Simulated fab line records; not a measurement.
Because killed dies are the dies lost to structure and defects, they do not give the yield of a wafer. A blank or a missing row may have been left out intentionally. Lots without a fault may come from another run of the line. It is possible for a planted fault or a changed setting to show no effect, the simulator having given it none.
fab line records	flow nandHarc
[record] lots = 5	wafers = 15	lastDay = 25
route steps=1159 shown P_ZERO_WELL@14
lots that met no fault: taken from a fault-free run of the same line
startH: hours from the record's first day to the start of the lot's first wafer shown	waitH: hours from the lot's prior step to this one	" as in the row above	L1.1+2: one row covering several wafers at once	- value missing, or start not given	* or withheld: withheld	< > ~ a bound
route shown NAME@n: a module of which the file shows steps, and the number in the route of the first	usual: average and standard deviation across the fault-free wafers	same: alike in all rows	chamber/n: place in a boat	sites: each site's reading	_std_site: the standard deviation of these	_edge_site: mean of outer sites minus mean of inner sites	radiusMm: how far each site lies from the wafer's centre	mask NAME#n: copy n	behind: the last tool/chamber to shape the wafer	hold: reason for holding the lot/hours on hold/outcome of the hold	device: which transistor (n, p or np) failed to switch	end of line: tests run on the same wafers once the route is complete	step lacking rows: just its recipe	killed: not the wafer's yield, but the dies lost to structure and defects at the first sort	map: the dies of a wafer, with x for killed, . for not killed, _ for no die there
set.NAME: the setting that was run; set.NAME@STEP: the one run at that earlier step	model.NAME: the simulator's own value behind a step, which no gauge read
lots at some steps of the route; a table a step, a row a wafer
services: when a tool's chamber went out of use (startH, in hours from the record's first day, below 0 if earlier), for how many hours, and the reason
[[steps]]
[step NHARC_P_ZERO_WELL_CD_MEAS_11]
[recipe] targetCdNm = 500	landingEnergyEv = 500
[usual] cdNm = 500.3/1.5
[same] landingEnergyEv = 500
lot.wafer	tool	chamber	startH	waitH	cdNm
L148.1	cdSem-03	0	13.30	-	500.8
L148.2	"	0	"	"	502.2
L148.3	"	0	"	"	501.4
L149.1	cdSem-01	0	19.25	-	499.9
L149.2	"	0	"	"	499.5
L149.4	"	0	"	"	498.4
L156.2	cdSem-01	0	61.20	-	502.6
L156.3	"	0	"	"	502.2
L156.6	"	0	"	"	501.9
L166.1	cdSem-01	0	121.25	-	499.9
L166.4	"	0	"	"	500.9
L166.5	"	0	"	"	500.2
L171.3	cdSem-02	0	151.26	-	500.8
L171.4	"	0	"	"	501.0
L171.5	"	0	"	"	500.0
[step NHARC_P_ZERO_WELL_HARDBAKE_12]
[recipe] tempC = 118	timeS = 65
[step NHARC_P_ZERO_WELL_DESCUM_13]
[recipe] timeS = 3	o2FlowSccm = 200	arFlowSccm = 0	biasPowerW = 0	chemistry = O2
[usual] drypumpMotorCurrentA = 5.9/0.35	oesProductAu = 0.996/0.008	rfVppV = 57.7/0.91	showerheadPlenumPTorr = 1.89/0.074	throttleValvePct = 11.311/0.0094
lot.wafer	tool	chamber	startH	waitH	drypumpMotorCurrentA	oesProductAu	rfHoursCounterH	rfVppV	showerheadPlenumPTorr	throttleValvePct
L148.1	rieDiel-12	2	13.47	-	6.5	1.010	12	56.4	1.92	11.310
L148.2	"	0	"	"	6.1	0.994	11	56.6	1.90	11.307
L148.3	"	1	"	"	5.5	0.977	12	58.2	1.83	11.316
L149.2	rieDiel-13	3	19.40	-	5.9	0.992	5	57.6	1.81	11.290
L149.1	"	0	"	"	5.9	0.991	4	58.5	2.06	11.313
L149.4	"	1	"	"	6.0	0.992	4	59.5	1.89	11.324
L156.2	rieDiel-13	0	61.36	-	5.9	1.001	9	58.3	2.06	11.310
L156.3	"	1	"	"	6.0	0.982	7	58.3	1.89	11.310
L156.6	"	3	"	"	5.8	1.004	-	58.3	1.80	11.316
L166.4	rieDiel-12	1	121.42	-	5.5	0.985	6	56.4	1.82	11.297
L166.1	"	3	"	"	6.1	1.000	6	57.6	1.79	11.308
L166.5	"	0	"	"	6.1	0.982	-	58.5	1.90	11.306
L171.4	rieDiel-08	0	151.41	-	5.6	0.995	2	57.3	1.95	11.297
L171.3	"	2	"	"	6.0	0.998	1	57.7	1.94	11.315
L171.5	"	1	"	"	5.3	0.991	-	58.0	1.81	11.307
[step NHARC_P_ZERO_WELL_ETCH_65]
[recipe] targetDepthA = 800	overetchA = 240	timeS = 87.88	ionEnergyEv = 200	n2FlowSccm = 150	h2FlowSccm = 150	arFlowSccm = 0	rfW = 400	biasW = 150	chemistry = N2/H2
[usual] drypumpMotorCurrentA = 5.9/0.38	oesProductAu = 0.996/0.0085	rfVppV = 429.9/2.1	showerheadPlenumPTorr = 2.02/0.074	throttleValvePct = 14.171/0.0088
lot.wafer	tool	chamber	startH	waitH	drypumpMotorCurrentA	oesProductAu	rfHoursCounterH	rfVppV	showerheadPlenumPTorr	throttleValvePct
L148.3	rieDiel-12	2	13.56	0.1	6.5	1.013	12	432.6	2.05	14.167
L148.2	"	3	"	"	6.1	1.006	11	425.8	1.91	14.191
L148.1	"	0	"	"	6.1	0.996	11	429.7	2.02	14.174
L149.4	rieDiel-13	1	19.49	0.1	6.0	1.000	4	430.2	2.02	14.171
L149.2	"	2	"	"	6.5	1.000	4	432.8	2.05	14.171
L149.1	"	0	"	"	5.9	0.996	4	435.4	2.20	14.173
L156.2	rieDiel-13	1	61.44	0.1	6.0	0.990	7	428.5	2.02	14.175
L156.3	"	0	"	"	5.9	0.986	9	435.1	2.20	14.151
L156.6	"	1	"	"	6.0	0.994	-	429.8	2.02	14.150
L166.4	rieDiel-12	0	121.50	0.1	6.1	0.988	6	429.9	2.02	14.170
L166.1	"	2	"	"	6.5	1.008	6	429.8	2.05	14.163
L166.5	"	3	"	"	6.1	0.995	-	427.1	1.91	14.150
L171.3	rieDiel-08	1	151.50	0.1	5.3	1.007	2	428.2	1.93	14.160
L171.4	"	3	"	"	5.5	1.012	2	430.8	2.04	14.156
L171.5	"	1	"	"	5.3	1.006	-	427.7	1.93	14.171
[step NHARC_P_ZERO_WELL_ETCH_62]
[recipe] targetDepthA = 130	timeS = 6.5	chf3FlowSccm = 50	arFlowSccm = 200	rfW = 500	biasW = 200	chemistry = CHF3/Ar
[usual] drypumpMotorCurrentA = 5.9/0.36	oesProductAu = 0.958/0.019	rfVppV = 370.2/2.2	showerheadPlenumPTorr = 2.32/0.086	throttleValvePct = 20.217/0.0086
lot.wafer	tool	chamber	startH	waitH	drypumpMotorCurrentA	oesProductAu	rfHoursCounterH	rfVppV	showerheadPlenumPTorr	throttleValvePct
L148.1	rieDiel-12	2	-	-	6.5	0.967	12	372.0	2.35	20.233
L148.2	"	3	"	"	6.1	0.943	11	368.0	2.20	20.218
L148.3	"	1	"	"	5.5	0.962	12	369.4	2.24	20.214
L149.4	rieDiel-13	0	-	-	5.9	0.953	4	373.4	2.51	20.226
L149.1	"	1	"	"	6.0	0.973	4	370.6	2.32	20.217
L149.2	"	2	"	"	6.6	0.966	4	371.3	2.36	20.213
L156.2	rieDiel-13	0	-	-	5.9	0.965	9	374.9	2.51	20.213
L156.3	"	1	"	"	6.0	0.964	8	371.4	2.32	20.219
L156.6	"	2	"	"	6.5	0.965	-	370.8	2.35	20.216
L166.4	rieDiel-12	3	-	-	6.1	0.978	6	367.8	2.20	20.214
L166.1	"	2	"	"	6.5	0.963	6	370.2	2.35	20.205
L166.5	"	0	"	"	6.1	0.957	-	369.8	2.32	20.213
L171.4	rieDiel-08	3	-	-	5.6	0.981	2	370.0	2.34	20.228
L171.3	"	0	"	"	5.6	0.960	2	371.7	2.39	20.213
L171.5	"	3	"	"	5.5	0.988	-	370.2	2.34	20.207
[step NHARC_P_ZERO_WELL_ETCH_63]
[recipe] targetDepthA = 1200	timeS = 40.1	hbrFlowSccm = 150	cl2FlowSccm = 50	rfW = 400	icpW = 400	biasW = 100	chemistry = HBr/Cl2
[usual] drypumpMotorCurrentA = 5.7/0.56	oesProductAu = 0.999/0.0073	throttleValvePct = 26.406/0.009
lot.wafer	tool	chamber	startH	waitH	drypumpMotorCurrentA	oesProductAu	rfHoursCounterH	throttleValvePct
L148.3	rieSi-02	0	13.73	-	5.0	0.995	1.0	26.397
L148.2	"	1	"	"	5.5	0.996	1.0	26.404
L148.1	"	2	"	"	6.7	1.001	1.2	26.407
L149.2	rieSi-01	2	19.68	-	6.2	1.002	0.6	26.405
L149.1	"	0	"	"	5.4	0.981	0.6	26.401
L149.4	"	2	"	"	6.2	1.000	-	26.392
L156.2	rieSi-01	1	61.61	-	6.0	1.002	0.9	26.408
L156.3	"	2	"	"	6.2	0.991	1.0	26.410
L156.6	"	1	"	"	6.0	0.990	-	26.411
L166.1	rieSi-02	2	121.68	-	6.7	1.005	0.7	26.389
L166.4	"	3	"	"	5.1	0.997	0.7	26.399
L166.5	"	1	"	"	5.5	0.995	-	26.408
L171.3	rieSi-06	3	151.69	-	5.3	1.003	1.2	26.413
L171.4	"	1	"	"	6.6	1.006	1.4	26.414
L171.5	"	3	"	"	5.3	1.010	-	26.400
[step NHARC_P_ZERO_WELL_STRIP_15]
[recipe] timeS = 900	tempC = 130	chemistry = SPM
[step NHARC_P_ZERO_WELL_DEHYDRATE_16]
[recipe] tempC = 150	timeS = 120
[step NHARC_P_ZERO_WELL_HMDS_17]
[recipe] timeS = 30
[step NHARC_P_ZERO_WELL_COAT_18]
[recipe] spinRpm = withheld
[step NHARC_P_ZERO_WELL_SOFTBAKE_19]
[recipe] tempC = 122	timeS = 95
[step NHARC_P_ZERO_WELL_EBR_20]
[step NHARC_P_ZERO_WELL_EXPOSE_21]
[recipe] na = 0.6	targetCdNm = 720	doseMj = 22.31	maskId = P_NWELL
[usual] focusOffsetNm = 0.0/0.53	reticleTempC = 22.99/0.097
lot.wafer	tool	chamber	startH	waitH	mask	focusOffsetNm	reticleTempC
L148.1	krfScanner-04	0	14.50	-	P_NWELL#0	1.5	23.00
L148.2	"	0	"	"	P_NWELL#0	0.8	22.76
L148.3	"	0	"	"	P_NWELL#0	1.0	22.92
L149.1	krfScanner-01	0	20.46	-	P_NWELL#0	0.0	22.80
L149.2	"	0	"	"	P_NWELL#0	0.2	23.13
L149.4	"	0	"	"	P_NWELL#0	0.1	22.96
L156.2	krfScanner-04	0	62.27	-	P_NWELL_R1#0	0.6	22.88
L156.3	"	0	"	"	P_NWELL_R1#0	0.7	23.17
L156.6	"	0	"	"	P_NWELL_R1#0	0.4	22.90
L166.1	krfScanner-02	0	122.44	-	P_NWELL#0	0.0	23.14
L166.4	"	0	"	"	P_NWELL#0	-0.5	23.03
L166.5	"	0	"	"	P_NWELL#0	-0.3	22.82
L171.3	krfScanner-01	0	152.46	-	P_NWELL#0	0.2	22.90
L171.4	"	0	"	"	P_NWELL#0	0.8	22.98
L171.5	"	0	"	"	P_NWELL#0	0.8	22.86
[step NHARC_P_ZERO_WELL_PEB_22]
[recipe] pebTempC = 118	pebTimeS = 85
[step NHARC_P_ZERO_WELL_DEVELOP_23]
[recipe] timeS = 70
[step NHARC_P_ZERO_WELL_CD_MEAS_24]
[recipe] targetCdNm = 720	landingEnergyEv = 500
[usual] cdNm = 720.2/1.4
[same] landingEnergyEv = 500
lot.wafer	tool	chamber	startH	waitH	cdNm
L148.1	cdSem-02	0	14.66	-	721.0
L148.2	"	0	"	"	721.3
L148.3	"	0	"	"	720.4
L149.1	cdSem-02	0	20.61	-	718.4
L149.2	"	0	"	"	720.4
L149.4	"	0	"	"	718.2
L156.2	cdSem-02	0	62.42	-	708.8
L156.3	"	0	"	"	706.6
L156.6	"	0	"	"	707.9
L166.1	cdSem-02	0	122.60	-	719.9
L166.4	"	0	"	"	722.8
L166.5	"	0	"	"	721.9
L171.3	cdSem-03	0	152.61	-	721.6
L171.4	"	0	"	"	721.4
L171.5	"	0	"	"	721.3
[step NHARC_P_ZERO_WELL_HARDBAKE_25]
[recipe] tempC = 125	timeS = 80
[step NHARC_P_ZERO_WELL_DESCUM_26]
[recipe] timeS = 3	o2FlowSccm = 200	arFlowSccm = 0	biasPowerW = 0	chemistry = O2
[usual] drypumpMotorCurrentA = 5.9/0.37	oesProductAu = 0.997/0.0074	rfVppV = 57.6/0.83	showerheadPlenumPTorr = 1.89/0.067	throttleValvePct = 11.311/0.0089
lot.wafer	tool	chamber	startH	waitH	drypumpMotorCurrentA	oesProductAu	rfHoursCounterH	rfVppV	showerheadPlenumPTorr	throttleValvePct	model.P_ZERO_WELL.cdNm
L148.2	rieDiel-08	3	14.82	-	5.6	0.986	3.5	57.7	1.92	11.319	721.7
L148.3	"	1	"	"	5.3	1.000	2.8	58.1	1.82	11.315	720.5
L148.1	"	2	"	"	6.0	0.993	4.0	57.1	1.94	11.317	721.2
L149.4	rieDiel-08	2	20.80	-	6.0	0.987	4.0	57.3	1.94	11.316	718
L149.1	"	3	"	"	5.6	1.000	3.5	57.9	1.92	11.323	718.7
L149.2	"	0	"	"	5.7	0.997	3.2	59.0	1.95	11.313	720.4
L156.2	rieDiel-12	2	62.59	-	6.5	1.002	1.5	56.5	1.92	11.296	707.8
L156.3	"	3	"	"	6.2	1.002	1.7	56.9	1.79	11.309	706.5
L156.6	"	2	"	"	6.5	0.995	-	57.8	1.92	11.292	707.4
L166.1	rieDiel-13	2	122.76	-	6.6	0.987	1.9	57.9	1.92	11.325	719.6
L166.4	"	3	"	"	5.9	0.996	1.7	58.1	1.80	11.307	723.1
L166.5	"	2	"	"	6.5	0.990	-	57.7	1.92	11.297	721.1
L171.3	rieDiel-13	0	152.77	-	5.9	0.995	5.2	58.2	2.05	11.314	721.3
L171.4	"	2	"	"	6.5	0.992	5.6	58.3	1.92	11.306	721.2
L171.5	"	1	"	"	6.0	1.004	-	57.5	1.89	11.327	721.3
[step NHARC_P_ZERO_WELL_IMPLANT_27]
[recipe] energyKev = 600	doseCm2 = 1e+13	tiltDeg = 7
[[services]]
tool	chamber	startH	hours	kind
krfScanner-04	-	-2.56	3.2	repair
rieSi-06	1	3.47	3.2	repair
rieSi-06	-	6.00	9.0	pm
rieSi-01	3	11.25	12.1	repair
rieSi-06	0	16.27	7.4	repair
rieDiel-12	-	25.45	9.0	pm
rieDiel-08	-	32.69	0.2	repair
rieSi-02	-	34.00	9.0	pm
rieDiel-12	0	35.49	8.0	repair
krfScanner-02	-	38.04	4.0	pm
rieSi-01	0	51.22	1.5	repair
krfScanner-01	-	84.00	4.0	pm
rieSi-01	2	87.95	3.9	repair
rieDiel-08	0	93.30	15.5	repair
rieDiel-13	-	99.00	9.0	pm
rieSi-01	3	102.87	1.9	repair
rieSi-01	-	105.45	2.9	repair
krfScanner-01	-	114.01	4.0	repair
rieDiel-08	-	124.80	9.0	pm
krfScanner-04	-	126.00	4.0	pm
rieSi-01	-	127.00	9.0	pm
krfScanner-04	-	135.31	7.7	repair
rieDiel-12	-	142.54	4.3	repair
krfScanner-04	-	145.20	0.4	repair
[[key]]
[firstSign] step = NHARC_P_ZERO_WELL_EXPOSE_21	reading = mask	direction = changed
[effect] step = NHARC_P_ZERO_WELL_CD_MEAS_24	reading = cdNm	direction = down	sigmas = 8.7	usual = 720.2	struck = 707.8
[modelEffect] step = NHARC_P_ZERO_WELL_DESCUM_26	value = P_ZERO_WELL.cdNm	without = 721.9	struck = 707.2
metAt NHARC_P_ZERO_WELL_EXPOSE_21
struckWafers L156.2,L156.3,L156.6
testerLeftOut L156
onsetBetween 14.50 62.27
[fault] kind = wrongMask	tool = any	chamber = -	onsetH = 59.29	steps = NHARC_P_ZERO_WELL_EXPOSE_21	auxCopy = P_NWELL_R1#0	cdOffsetNm = -14.658	scope = struckLotsOnly
// testerLeftOut: of these lots the tester's yield and bins aren't shown, on N5 and GAA mostly nor the transistor test; their killed dies are dies lost to structure and defects alone, not to doping, threshold or leakage, so they don't give the yield
